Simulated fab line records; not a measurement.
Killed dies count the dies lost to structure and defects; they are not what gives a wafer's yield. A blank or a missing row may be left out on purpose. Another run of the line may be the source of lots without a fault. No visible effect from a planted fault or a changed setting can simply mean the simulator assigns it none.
fab line records	flow nand-harc
record lots=24	wafers=72	last-day=24
route steps=1159 shown P_STI@87 P_GATE@144 P_CONTACT@244 P_M0@274
lots untouched by any fault: they come from a run of this same line in which no faults occurred
start-h: hours from the record's first day to the start of the lot's first wafer shown	wait-h: hours elapsed since this lot's preceding step	" as in the row above	L1.1+2: several wafers, shown together as one row	- either no value or no given start	* or withheld: withheld	< > ~ a bound
route shown NAME@n: a module of which the file shows steps, and the number in the route of the first	usual: average and standard deviation across the fault-free wafers	same: alike in all rows	chamber/n: place in a boat	sites: per-site readings	_std_site: how widely they spread, as a standard deviation	_edge_site: inner sites' mean taken away from outer sites' mean	radius-mm: how far each site lies from the wafer's centre	mask NAME#n: copy n	behind: the most recent tool/chamber to have shaped the wafer	hold: why the lot went on hold/how many hours it stayed there/how the hold came to an end	device: whichever transistor did not switch (one of n, p or np)	end of line: the same wafers' tests at the end of the route	where a step has no rows: the recipe by itself	killed: dies lost to structure and defects at the first sort, not the wafer's yield	map: a wafer's dies, x killed, . not, _ none there
set.NAME: setting as actually run; set.NAME@STEP: the setting as run at that earlier step	model.NAME: the simulator's own value behind a step, which no gauge read
the route's steps for a sample of lots (tables are steps, rows are wafers)
services: a tool's chamber out of use, with start hour (start-h, from the record's first day; less than 0 if before it), hours out, and reason
## steps
# step NHARC_P_STI_DESCUM_14
# recipe time-s=3	o2-flow-sccm=200	ar-flow-sccm=0	bias-power-w=0	chemistry=O2
# usual drypump-motor-current-A=5.7/0.48	oes-product-au=1.001/0.01	rf-vpp-V=57.8/0.94	showerhead-plenum-p-Torr=1.93/0.073	throttle-valve-pct=11.310/0.0094
lot.wafer	tool	chamber	start-h	wait-h	drypump-motor-current-A	oes-product-au	rf-hours-counter-h	rf-vpp-V	showerhead-plenum-p-Torr	throttle-valve-pct
L074.1	rie-diel-03	1	36.91	-	6.0	0.998	3.1	58.8	1.91	11.321
L074.3	"	2	"	"	6.3	0.993	3.1	57.9	2.04	11.306
L074.6	"	1	"	"	5.9	1.005	-	57.7	1.91	11.296
L075.3	rie-diel-04	1	45.52	-	5.7	1.015	3.6	57.7	1.95	11.304
L075.5	"	3	"	"	6.3	0.989	-	58.2	2.06	11.296
L075.6	"	0	"	"	5.3	1.008	-	57.7	1.79	11.313
L076.4	rie-diel-12	0	45.67	-	4.9	1.005	0.7	58.8	2.01	11.323
L076.2	"	2	"	"	6.2	1.009	0	57.6	1.89	11.316
L076.5	"	0	"	"	4.9	1.008	-	58.9	2.01	11.327
L078.1	rie-diel-12	1	57.46	-	6.0	0.999	1.0	57.7	1.89	11.311
L078.4	"	0	"	"	4.9	1.017	1.1	58.8	2.01	11.306
L078.6	"	2	"	"	6.2	1.012	-	57.5	1.89	11.318
L077.4	rie-diel-03	0	57.64	-	5.5	1.010	0.2	57.8	1.94	11.308
L077.2	"	1	"	"	6.0	1.000	0.2	58.3	1.91	11.307
L077.6	"	2	"	"	6.3	1.002	-	59.2	2.04	11.310
L079.4	rie-diel-03	2	65.33	-	6.3	1.001	0.3	56.9	2.04	11.310
L079.1	"	3	"	"	5.0	1.009	0.3	58.1	1.93	11.303
L079.6	"	2	"	"	6.3	0.993	-	59.4	2.04	11.304
L080.2	rie-diel-04	1	71.20	-	5.7	1.007	4.8	58.1	1.95	11.310
L080.1	"	3	"	"	6.3	0.986	4.9	56.8	2.06	11.309
L080.6	"	2	"	"	5.9	1.000	-	58.0	1.80	11.305
L081.3	rie-diel-04	3	77.34	-	6.3	0.986	5.1	59.0	2.06	11.300
L081.2	"	0	"	"	5.2	0.992	4.9	57.2	1.79	11.308
L081.4	"	1	"	"	5.8	1.012	5.0	57.4	1.95	11.308
L082.4	rie-diel-03	0	89.63	-	5.4	1.003	0.8	57.1	1.94	11.312
L082.3	"	2	"	"	6.3	0.986	0.8	58.2	2.04	11.306
L082.6	"	0	"	"	5.4	1.007	-	58.8	1.94	11.309
L083.1	rie-diel-04	1	89.69	-	5.7	1.009	5.4	57.8	1.95	11.311
L083.6	"	2	"	"	5.9	1.004	-	56.3	1.80	11.300
L083.5	"	3	"	"	6.3	0.973	-	58.7	2.06	11.315
L084.1	rie-diel-04	0	95.32	-	5.2	0.992	5.4	57.2	1.79	11.310
L084.5	"	1	"	"	5.8	1.013	-	58.1	1.95	11.296
L084.6	"	2	"	"	5.9	1.004	-	55.7	1.79	11.295
L085.4	rie-diel-12	2	101.32	-	6.2	0.991	4.5	59.2	1.89	11.307
L085.2	"	3	"	"	5.5	1.005	5.2	57.3	1.92	11.312
L085.6	"	3	"	"	5.5	0.994	-	58.0	1.92	11.305
L086.1	rie-diel-03	0	108.88	-	5.5	1.009	1.2	57.3	1.94	11.315
L086.3	"	1	"	"	5.9	1.003	1.2	57.6	1.91	11.317
L086.2	"	2	"	"	6.3	0.996	1.2	57.9	2.04	11.314
L087.4	rie-diel-03	1	113.22	-	5.9	1.002	1.3	57.6	1.91	11.304
L087.3	"	0	"	"	5.5	1.006	1.2	59.5	1.94	11.309
L087.5	"	2	"	"	6.3	0.996	-	59.1	2.04	11.297
L088.1	rie-diel-12	3	119.50	-	5.5	0.997	6.1	57.2	1.92	11.311
L088.4	"	1	"	"	6.0	1.004	5.3	57.3	1.88	11.313
L088.6	"	3	"	"	5.5	0.994	-	57.5	1.92	11.322
L089.3	rie-diel-12	3	126.44	-	5.6	0.986	6.4	58.4	1.92	11.316
L089.4	"	0	"	"	4.9	1.011	5.8	59.2	2.01	11.309
L089.6	"	1	"	"	6.0	1.013	-	58.5	1.88	11.314
L090.2	rie-diel-03	3	132.48	-	5.0	1.016	1.6	55.5	1.93	11.288
L090.4	"	0	"	"	5.5	0.999	1.6	57.6	1.94	11.314
L090.5	"	3	"	"	5.0	1.011	-	59.7	1.93	11.305
L091.4	rie-diel-12	1	137.66	-	6.0	1.019	6.8	56.1	1.88	11.317
L091.3	"	2	"	"	6.2	0.997	6.5	57.7	1.89	11.328
L091.5	"	2	"	"	6.2	1.020	-	57.6	1.89	11.308
L092.1	rie-diel-03	2	143.00	-	6.3	0.982	1.9	57.3	2.04	11.312
L092.5	"	2	"	"	6.3	0.986	-	59.0	2.04	11.313
L092.4	"	1	"	"	6.0	1.005	-	58.7	1.91	11.317
L093.1	rie-diel-12	1	151.05	-	6.0	1.009	7.8	58.3	1.88	11.310
L093.2	"	0	"	"	4.9	1.007	7.8	58.5	2.00	11.323
L093.5	"	1	"	"	6.0	1.005	-	57.2	1.88	11.296
L094.3	rie-diel-12	2	155.29	-	6.2	0.986	7.5	56.5	1.89	11.296
L094.2	"	0	"	"	4.9	1.002	8.0	58.4	2.00	11.321
L094.1	"	1	"	"	6.0	0.998	7.9	56.7	1.88	11.323
L095.2	rie-diel-12	3	161.38	-	5.5	0.997	8.2	57.4	1.92	11.287
L095.6	"	0	"	"	4.9	1.014	-	57.9	2.00	11.309
L095.5	"	1	"	"	6.0	1.010	-	56.3	1.88	11.309
L096.3	rie-diel-12	2	167.35	-	6.2	0.988	7.8	56.9	1.89	11.328
L096.1	"	3	"	"	5.5	0.984	8.4	56.8	1.92	11.318
L096.5	"	1	"	"	6.0	1.007	-	57.6	1.88	11.318
L097.1	rie-diel-12	3	173.26	-	5.5	0.987	8.6	57.9	1.92	11.316
L097.5	"	2	"	"	6.2	0.996	-	56.7	1.89	11.311
L097.6	"	3	"	"	5.5	0.991	-	58.3	1.92	11.317
# step NHARC_P_GATE_DESCUM_31
# recipe time-s=3	o2-flow-sccm=200	ar-flow-sccm=0	bias-power-w=0	chemistry=O2
# usual drypump-motor-current-A=5.8/0.44	oes-product-au=0.998/0.0097	rf-vpp-V=58.0/0.85	showerhead-plenum-p-Torr=1.94/0.082	throttle-valve-pct=11.311/0.0084
lot.wafer	tool	chamber	start-h	wait-h	drypump-motor-current-A	oes-product-au	rf-hours-counter-h	rf-vpp-V	showerhead-plenum-p-Torr	throttle-valve-pct
L074.1	rie-diel-07	0	92.90	0.1	6.0	0.996	3	55.8	1.91	11.304
L074.3	"	1	"	"	6.1	0.994	4	57.4	1.99	11.317
L074.6	"	2	"	"	6.8	0.982	-	59.0	2.02	11.313
L075.3	rie-diel-05	1	99.62	0.1	5.7	0.985	37	58.1	1.98	11.297
L075.5	"	1	"	"	5.7	0.983	-	57.6	1.98	11.316
L075.6	"	2	"	"	5.5	1.000	-	57.6	1.97	11.324
L076.2	rie-diel-11	0	99.93	0.1	6.1	1.000	28	56.6	1.84	11.316
L076.4	"	2	"	"	6.0	0.997	28	57.7	1.84	11.315
L076.5	"	0	"	"	6.1	0.999	-	58.2	1.84	11.315
L077.2	rie-diel-05	3	114.95	0.1	5.5	0.995	41	58.5	2.01	11.318
L077.4	"	1	"	"	5.7	0.995	41	57.5	1.98	11.308
L077.6	"	3	"	"	5.5	0.988	-	59.0	2.01	11.300
L078.1	rie-diel-07	1	115.65	0.1	6.1	0.996	8	60.3	1.99	11.301
L078.4	"	2	"	"	6.8	0.994	8	57.2	2.01	11.324
L078.6	"	0	"	"	6.1	0.993	-	59.0	1.91	11.311
L079.4	rie-diel-05	0	119.69	0.1	5.6	1.008	45	57.1	1.85	11.322
L079.1	"	1	"	"	5.7	0.982	43	58.6	1.98	11.312
L079.6	"	3	"	"	5.5	0.994	-	58.2	2.01	11.314
L080.1	rie-diel-07	1	120.36	0.1	6.1	1.010	9	58.2	1.99	11.316
L080.2	"	3	"	"	5.0	0.979	8	58.7	2.05	11.305
L080.6	"	0	"	"	6.0	1.004	-	58.3	1.91	11.312
L081.3	rie-diel-11	0	134.42	0.1	6.1	1.005	40	58.6	1.84	11.299
L081.2	"	1	"	"	5.6	1.015	42	56.9	1.81	11.333
L081.4	"	2	"	"	5.9	1.003	41	57.8	1.84	11.309
L082.3	rie-diel-07	3	142.07	0.1	5.0	0.985	12	58.2	2.05	11.293
L082.4	"	0	"	"	6.0	0.994	12	58.7	1.91	11.316
L082.6	"	2	"	"	6.8	0.997	-	57.5	2.01	11.320
L083.1	rie-diel-05	1	142.24	0.1	5.7	1.010	50	58.9	1.97	11.316
L083.6	"	1	"	"	5.7	0.989	-	57.5	1.97	11.305
L083.5	"	2	"	"	5.5	1.006	-	58.1	1.96	11.305
L085.2	rie-diel-11	1	152.98	0.1	5.6	1.014	49	57.9	1.81	11.306
L085.4	"	2	"	"	5.9	1.006	49	58.9	1.84	11.301
L085.6	"	1	"	"	5.6	1.001	-	56.3	1.81	11.314
L084.1	rie-diel-07	3	153.63	0.1	5.0	0.984	14	59.3	2.05	11.319
L084.5	"	3	"	"	5.0	0.979	-	60.0	2.05	11.313
L084.6	"	0	"	"	6.1	0.986	-	58.0	1.91	11.311
L086.3	rie-diel-11	2	166.44	0.1	5.9	1.000	55	57.9	1.83	11.307
L086.1	"	3	"	"	5.4	0.984	53	58.5	2.01	11.306
L086.2	"	0	"	"	6.1	1.006	52	57.0	1.84	11.308
L087.3	rie-diel-07	2	166.83	0.1	6.8	1.002	19	57.1	2.01	11.311
L087.4	"	2	"	"	6.8	1.000	-	59.3	2.01	11.315
L087.5	"	0	"	"	6.0	0.989	-	58.4	1.91	11.308
L088.4	rie-diel-05	3	175.19	0.1	5.5	0.994	1	58.3	2.00	11.306
L088.1	"	1	"	"	5.7	1.007	1	58.3	1.97	11.328
L088.6	"	3	"	"	5.5	0.994	-	59.0	2.00	11.316
L089.4	rie-diel-05	2	180.40	0.1	5.5	0.999	3	58.9	1.96	11.320
L089.3	"	3	"	"	5.5	0.995	4	57.3	2.00	11.309
L089.6	"	1	"	"	5.7	1.000	-	58.0	1.97	11.305
L092.4	rie-diel-11	0	186.39	0.1	6.1	1.009	61	59.3	1.83	11.304
L092.1	"	1	"	"	5.6	0.995	63	58.2	1.81	11.309
L092.5	"	0	"	"	6.1	1.012	-	55.9	1.83	11.316
L090.4	rie-diel-11	3	187.14	0.1	5.4	0.996	63	57.9	2.00	11.317
L090.2	"	1	"	"	5.6	0.993	63	56.9	1.81	11.300
L090.5	"	3	"	"	5.4	1.000	-	58.4	2.00	11.305
L091.3	rie-diel-07	3	187.36	0.1	5.0	1.001	20	58.8	2.05	11.308
L091.4	"	2	"	"	6.7	1.003	-	57.6	2.01	11.306
L091.5	"	1	"	"	6.1	1.006	-	57.6	1.98	11.317
L094.3	rie-diel-11	2	201.90	0.1	5.9	1.003	0	58.6	1.83	11.316
L094.2	"	0	"	"	6.1	1.004	1	58.4	1.83	11.301
L094.1	"	1	"	"	5.6	0.995	1	56.9	1.81	11.317
L093.2	rie-diel-05	3	202.09	0.1	5.5	0.983	14	59.7	2.00	11.305
L093.1	"	1	"	"	5.7	1.003	12	59.9	1.97	11.305
L093.5	"	2	"	"	5.5	0.993	-	58.3	1.95	11.309
L095.2	rie-diel-11	3	213.21	0.1	5.4	0.992	4	57.9	2.00	11.306
L095.6	"	0	"	"	6.1	1.004	-	57.5	1.83	11.308
L095.5	"	1	"	"	5.6	0.999	-	58.1	1.80	11.309
L096.3	rie-diel-07	2	217.60	0.1	6.8	1.014	32	56.8	2.01	11.310
L096.1	"	0	"	"	6.0	1.015	25	58.0	1.90	11.323
L096.5	"	1	"	"	6.1	1.009	-	56.6	1.98	11.323
L097.1	rie-diel-05	1	234.45	1.4	5.7	1.005	21	58.6	1.96	11.307
L097.6	"	2	"	"	5.5	0.993	-	58.9	1.95	11.305
L097.5	"	3	"	"	5.5	1.004	-	59.9	1.99	11.300
# step NHARC_P_CONTACT_DEGAS_38
# recipe temp-c=300	time-s=60
# usual heater-power-w=489/60
lot.wafer	tool	chamber	start-h	wait-h	heater-power-w
L074.1	pvd-sputter-03	-	115.36	-	525
L074.3	"	-	"	"	391
L074.6	"	-	"	"	453
L075.3	pvd-sputter-02	-	122.14	-	434
L075.6	"	-	"	"	460
L075.5	"	-	"	"	421
L076.4	pvd-sputter-01	-	122.52	-	543
L076.2	"	-	"	"	487
L076.5	"	-	"	"	538
L077.2	pvd-sputter-01	-	136.82	-	545
L077.4	"	-	"	"	539
L077.6	"	-	"	"	535
L078.1	pvd-sputter-03	-	137.62	-	633
L078.4	"	-	"	"	502
L078.6	"	-	"	"	403
L080.2	pvd-sputter-01	-	143.43	-	538
L080.1	"	-	"	"	540
L080.6	"	-	"	"	476
L079.1	pvd-sputter-03	-	143.73	-	451
L079.4	"	-	"	"	391
L079.6	"	-	"	"	516
L081.2	pvd-sputter-01	-	156.41	-	536
L081.4	"	-	"	"	450
L081.3	"	-	"	"	546
L082.4	pvd-sputter-02	-	163.90	-	412
L082.3	"	-	"	"	503
L082.6	"	-	"	"	405
L083.1	pvd-sputter-03	-	164.65	-	513
L083.5	"	-	"	"	394
L083.6	"	-	"	"	518
L084.1	pvd-sputter-01	-	176.08	-	556
L084.6	"	-	"	"	535
L084.5	"	-	"	"	545
L085.4	pvd-sputter-03	-	177.84	-	462
L085.2	"	-	"	"	513
L085.6	"	-	"	"	609
L087.4	pvd-sputter-02	-	188.80	-	411
L087.3	"	-	"	"	513
L087.5	"	-	"	"	459
L086.2	pvd-sputter-02	-	192.10	-	497
L086.1	"	-	"	"	506
L086.3	"	-	"	"	450
L088.1	pvd-sputter-01	-	199.42	-	497
L088.4	"	-	"	"	468
L088.6	"	-	"	"	493
L089.4	pvd-sputter-03	-	202.71	-	459
L089.3	"	-	"	"	636
L089.6	"	-	"	"	515
L092.1	pvd-sputter-02	-	209.72	-	464
L092.4	"	-	"	"	418
L092.5	"	-	"	"	509
L090.2	pvd-sputter-03	-	210.63	-	402
L090.4	"	-	"	"	636
L090.5	"	-	"	"	395
L091.4	pvd-sputter-02	-	210.76	-	412
L091.3	"	-	"	"	455
L091.5	"	-	"	"	417
L094.1	pvd-sputter-01	-	224.15	-	459
L094.2	"	-	"	"	533
L094.3	"	-	"	"	489
L093.1	pvd-sputter-03	-	225.41	-	620
L093.2	"	-	"	"	401
L093.5	"	-	"	"	468
L095.2	pvd-sputter-02	-	235.15	-	517
L095.5	"	-	"	"	495
L095.6	"	-	"	"	436
L096.1	pvd-sputter-02	-	242.30	-	507
L096.3	"	-	"	"	490
L096.5	"	-	"	"	418
L097.1	pvd-sputter-02	-	256.41	-	500
L097.6	"	-	"	"	503
L097.5	"	-	"	"	438
# step NHARC_P_CONTACT_CMP_24
# recipe t-overpolish-s=30	target-thk-nm=200
# usual motor-current-A=12.3/0.93	overpolish-run-s=29.999/0.0087	pad-life-wafers=304/150	time-to-endpoint-s=39/3.4
# same t-overpolish-s=30
lot.wafer	tool	chamber	start-h	wait-h	motor-current-A	overpolish-run-s	pad-life-wafers	time-to-endpoint-s
L074.1	cmp-02	1	123.03	0.6	13.4	30.014	259	42
L074.3	"	3	"	"	12.4	30.005	261	39
L074.6	"	0	"	"	11.8	30.002	-	36
L075.3	cmp-04	2	129.30	0.5	11.6	29.999	87	36
L075.5	"	3	"	"	11.1	29.987	-	34
L075.6	"	0	"	"	11.8	29.986	-	46
L076.2	cmp-02	3	129.75	0.6	12.5	30.010	294	35
L076.4	"	0	"	"	11.1	30.010	295	38
L076.5	"	0	"	"	10.9	30.015	-	37
L077.4	cmp-02	3	140.21	0.3	11.5	30.008	343	40
L077.2	"	1	"	"	12.8	30.007	345	45
L077.6	"	3	"	"	12.3	29.998	-	40
L078.1	cmp-01	2	140.75	0.6	13.0	30.000	252	39
L078.4	"	0	"	"	11.8	29.985	254	43
L078.6	"	3	"	"	13.5	30.007	-	38
L080.1	cmp-02	0	145.64	0.5	11.0	29.990	384	41
L080.2	"	1	"	"	13.5	29.993	385	43
L080.6	"	0	"	"	11.7	30.020	-	41
L079.1	cmp-04	3	146.20	0.6	10.9	29.998	193	34
L079.4	"	0	"	"	12.1	29.999	194	47
L079.6	"	3	"	"	11.0	29.990	-	34
L081.4	cmp-01	1	162.50	0.3	13.8	30.001	414	40
L081.3	"	2	"	"	12.3	30.011	415	43
L081.2	"	0	"	"	11.7	29.993	417	45
L082.3	cmp-02	1	165.12	0.3	13.2	29.987	18	41
L082.4	"	0	"	"	12.0	30.004	21	36
L082.6	"	1	"	"	13.8	29.995	-	42
L083.1	cmp-04	2	166.21	0.6	12.8	30.003	318	39
L083.5	"	2	"	"	11.8	30.002	-	35
L083.6	"	3	"	"	11.5	29.997	-	33
L084.1	cmp-02	3	179.57	0.6	11.6	30.005	114	37
L084.6	"	3	"	"	12.1	30.004	-	39
L084.5	"	0	"	"	10.5	29.992	-	39
L085.2	cmp-04	1	180.87	0.5	13.4	29.996	402	40
L085.4	"	2	"	"	12.5	30.002	403	38
L085.6	"	1	"	"	13.3	29.998	-	37
L087.4	cmp-04	1	190.30	0.4	13.1	29.985	444	40
L087.3	"	3	"	"	11.6	30.003	446	31
L087.5	"	2	"	"	12.5	29.999	-	35
L086.1	cmp-04	1	196.78	0.5	13.0	30.003	486	39
L086.3	"	2	"	"	12.0	29.993	487	39
L086.2	"	0	"	"	11.9	30.006	489	44
L088.4	cmp-02	0	204.70	0.3	10.8	30.009	318	39
L088.1	"	1	"	"	13.9	30.005	319	43
L088.6	"	1	"	"	13.4	30.017	-	44
L089.3	cmp-02	0	207.30	0.3	11.0	30.008	336	37
L089.4	"	3	"	"	11.7	30.002	339	39
L089.6	"	0	"	"	11.0	29.994	-	38
L092.1	cmp-04	3	216.48	0.5	11.6	30.001	25	38
L092.4	"	1	"	"	13.7	29.991	27	41
L092.5	"	3	"	"	10.8	30.001	-	35
L090.4	cmp-02	3	216.49	0.4	11.5	29.998	396	39
L090.2	"	1	"	"	13.5	30.006	398	42
L090.5	"	0	"	"	11.7	29.999	-	38
L091.3	cmp-04	2	217.00	0.4	12.0	29.989	30	38
L091.4	"	0	"	"	11.7	30.012	32	48
L091.5	"	2	"	"	12.7	29.999	-	40
L094.2	cmp-02	2	227.84	0.5	10.9	29.994	462	40
L094.1	"	0	"	"	11.1	30.004	464	40
L094.3	"	1	"	"	12.9	29.986	465	46
L093.1	cmp-01	1	229.14	0.5	13.8	29.989	276	37
L093.2	"	2	"	"	12.4	29.999	277	41
L093.5	"	1	"	"	13.4	30.016	-	39
L095.2	cmp-02	3	236.27	0.5	12.2	30.000	524	39
L095.5	"	1	"	"	13.4	30.013	-	46
L095.6	"	2	"	"	11.8	30.002	-	38
L096.3	cmp-01	2	246.11	0.3	12.8	30.002	396	43
L096.1	"	3	"	"	13.7	29.997	397	43
L096.5	"	2	"	"	13.3	30.014	-	45
L097.1	cmp-01	3	259.65	0.6	13.2	29.994	494	37
L097.5	"	1	"	"	13.2	29.997	-	37
L097.6	"	2	"	"	13.2	30.006	-	41
# step NHARC_P_M0_PVD_20
# recipe target-thk-a=50	bias-v=168.6	power-w=15000	chamber-pressure-pa=0.12	time-s=8.06	substrate-temp-c=50	material=TaN
# usual throttle-valve-pct=30.7/1.2
lot.wafer	tool	chamber	start-h	wait-h	throttle-valve-pct
L074.3	pvd-sputter-01	-	-	-	31.9
L074.1	"	-	"	"	31.7
L074.6	"	-	"	"	28.7
L075.3	pvd-sputter-01	-	-	-	31.8
L075.5	"	-	"	"	31.9
L075.6	"	-	"	"	31.5
L076.2	pvd-sputter-01	-	132.31	-	31.8
L076.4	"	-	"	"	31.7
L076.5	"	-	"	"	29.5
L077.4	pvd-sputter-02	-	-	-	32.5
L077.2	"	-	"	"	31.5
L077.6	"	-	"	"	32.4
L078.4	pvd-sputter-02	-	-	-	30.7
L078.1	"	-	"	"	32.5
L078.6	"	-	"	"	30.9
L080.2	pvd-sputter-02	-	-	-	30.9
L080.1	"	-	"	"	32.4
L080.6	"	-	"	"	30.8
L079.1	pvd-sputter-03	-	-	-	31.2
L079.4	"	-	"	"	29.6
L079.6	"	-	"	"	30.0
L081.4	pvd-sputter-02	-	-	-	31.5
L081.2	"	-	"	"	32.3
L081.3	"	-	"	"	30.7
L082.4	pvd-sputter-03	-	-	-	31.5
L082.3	"	-	"	"	29.8
L082.6	"	-	"	"	29.5
L083.1	pvd-sputter-01	-	-	-	29.4
L083.5	"	-	"	"	29.5
L083.6	"	-	"	"	29.1
L084.1	pvd-sputter-02	-	-	-	32.6
L084.6	"	-	"	"	32.7
L084.5	"	-	"	"	30.8
L085.2	pvd-sputter-01	-	-	-	31.9
L085.4	"	-	"	"	29.3
L085.6	"	-	"	"	32.2
L087.3	pvd-sputter-01	-	-	-	32.1
L087.4	"	-	"	"	29.3
L087.5	"	-	"	"	32.2
L086.1	pvd-sputter-02	-	-	-	31.0
L086.3	"	-	"	"	31.7
L086.2	"	-	"	"	30.7
L088.1	pvd-sputter-01	-	-	-	29.6
L088.4	"	-	"	"	32.2
L088.6	"	-	"	"	29.0
L089.4	pvd-sputter-01	-	-	-	29.5
L089.3	"	-	"	"	29.1
L089.6	"	-	"	"	29.6
L090.4	pvd-sputter-01	-	-	-	32.3
L090.2	"	-	"	"	29.5
L090.5	"	-	"	"	32.2
L092.1	pvd-sputter-03	-	-	-	29.3
L092.4	"	-	"	"	31.4
L092.5	"	-	"	"	29.7
L091.4	pvd-sputter-01	-	-	-	29.3
L091.3	"	-	"	"	32.4
L091.5	"	-	"	"	29.3
L094.1	pvd-sputter-01	-	-	-	32.0
L094.2	"	-	"	"	32.5
L094.3	"	-	"	"	29.3
L093.2	pvd-sputter-03	-	-	-	29.5
L093.1	"	-	"	"	29.5
L093.5	"	-	"	"	29.8
L095.2	pvd-sputter-03	-	-	-	29.8
L095.6	"	-	"	"	31.6
L095.5	"	-	"	"	29.6
L096.3	pvd-sputter-03	-	-	-	31.4
L096.1	"	-	"	"	29.4
L096.5	"	-	"	"	29.5
L097.1	pvd-sputter-03	-	-	-	29.9
L097.6	"	-	"	"	29.5
L097.5	"	-	"	"	29.7
# step NHARC_P_M0_CMP_23
# recipe t-overpolish-s=20	target-thk-nm=117.53
# usual motor-current-A=11.8/0.95	pad-life-wafers=302/170	time-to-endpoint-s=28/3
# same t-overpolish-s=20
lot.wafer	tool	chamber	start-h	wait-h	motor-current-A	pad-life-wafers	time-to-endpoint-s
L074.1	cmp-02	1	126.86	-	13.5	271	30
L074.3	"	2	"	"	11.0	272	25
L074.6	"	1	"	"	13.9	-	31
L075.3	cmp-03	2	132.75	-	11.8	349	30
L075.5	"	1	"	"	10.4	-	29
L075.6	"	2	"	"	11.1	-	33
L076.2	cmp-02	2	133.28	-	11.8	306	28
L076.4	"	3	"	"	12.7	307	27
L076.5	"	3	"	"	11.8	-	29
L077.4	cmp-04	1	143.70	-	13.4	174	27
L077.2	"	2	"	"	11.7	175	30
L077.6	"	2	"	"	12.1	-	27
L078.1	cmp-04	1	144.30	-	13.7	182	29
L078.4	"	2	"	"	12.3	183	29
L078.6	"	3	"	"	11.1	-	26
L080.1	cmp-02	2	149.17	-	10.8	409	24
L080.2	"	3	"	"	12.2	410	30
L080.6	"	2	"	"	11.5	-	26
L079.1	cmp-04	3	149.66	-	10.7	204	28
L079.4	"	1	"	"	14.0	206	31
L079.6	"	0	"	"	11.6	-	34
L081.4	cmp-03	0	166.16	-	10.8	43	29
L081.2	"	1	"	"	10.3	44	28
L081.3	"	2	"	"	11.9	45	32
L082.3	cmp-03	2	169.28	-	12.0	68	29
L082.4	"	3	"	"	12.7	69	26
L082.6	"	0	"	"	11.7	-	24
L083.1	cmp-04	0	170.21	-	12.2	342	33
L083.6	"	0	"	"	11.9	-	30
L083.5	"	1	"	"	14.0	-	25
L084.1	cmp-02	0	184.12	-	11.2	163	28
L084.6	"	3	"	"	11.8	-	30
L084.5	"	0	"	"	10.8	-	25
L085.2	cmp-04	0	185.01	-	12.3	421	33
L085.4	"	2	"	"	12.2	423	27
L085.6	"	3	"	"	11.1	-	24
L087.3	cmp-03	3	193.98	-	12.6	264	30
L087.4	"	0	"	"	10.9	265	32
L087.5	"	3	"	"	12.5	-	29
L086.2	cmp-04	2	200.18	-	12.1	510	23
L086.3	"	0	"	"	12.6	512	31
L086.1	"	1	"	"	13.4	513	28
L088.1	cmp-03	2	208.28	-	11.8	368	30
L088.4	"	3	"	"	12.7	369	26
L088.6	"	0	"	"	11.6	-	30
L089.4	cmp-02	0	210.83	-	11.5	355	29
L089.3	"	2	"	"	11.0	357	22
L089.6	"	3	"	"	11.8	-	27
L090.2	cmp-02	1	220.01	-	13.1	420	32
L090.4	"	2	"	"	11.6	421	27
L090.5	"	1	"	"	13.7	-	31
L092.4	cmp-04	0	220.54	-	12.1	50	33
L092.1	"	1	"	"	13.8	51	28
L092.5	"	3	"	"	11.0	-	24
L091.4	cmp-02	0	220.70	-	10.9	427	26
L091.3	"	1	"	"	13.3	428	31
L091.5	"	0	"	"	11.0	-	28
L094.3	cmp-04	0	231.35	-	11.9	126	33
L094.1	"	1	"	"	13.3	127	29
L094.2	"	3	"	"	11.3	129	26
L093.2	cmp-03	2	232.67	-	10.9	540	30
L093.1	"	1	"	"	10.6	543	24
L093.5	"	2	"	"	11.9	-	26
L095.2	cmp-02	2	239.88	-	11.6	549	23
L095.5	"	3	"	"	12.3	-	28
L095.6	"	0	"	"	11.3	-	29
L096.1	cmp-03	1	249.64	-	10.2	667	25
L096.3	"	3	"	"	12.9	669	28
L096.5	"	1	"	"	10.0	-	26
L097.1	cmp-03	3	263.77	-	11.8	33	25
L097.5	"	0	"	"	11.2	-	24
L097.6	"	1	"	"	10.2	-	28
## services
tool	chamber	start-h	hours	kind
cmp-02	-	16.44	0.3	repair
rie-diel-12	2	19.06	25.7	repair
rie-diel-12	-	25.40	9.0	pm
cmp-04	-	29.82	1.8	repair
pvd-sputter-02	-	36.00	10.0	pm
cmp-02	-	52.04	2.1	repair
cmp-02	-	59.92	4.0	pm
cmp-04	-	89.15	2.3	repair
pvd-sputter-03	-	102.00	10.0	pm
cmp-04	-	110.49	4.0	pm
cmp-02	-	112.48	1.1	repair
cmp-02	-	131.34	1.6	repair
rie-diel-12	3	154.02	6.5	repair
cmp-02	-	157.92	4.0	pm
pvd-sputter-01	-	158.05	10.0	pm
pvd-sputter-03	-	178.15	4.8	repair
rie-diel-12	-	202.40	9.0	pm
cmp-04	-	208.49	4.0	pm
pvd-sputter-02	-	214.00	10.0	pm
pvd-sputter-02	-	229.43	5.2	repair
cmp-04	-	242.11	0.2	repair
pvd-sputter-03	-	248.91	3.0	repair
cmp-04	-	250.31	4.4	repair
cmp-02	-	255.92	4.0	pm
## key
fault none
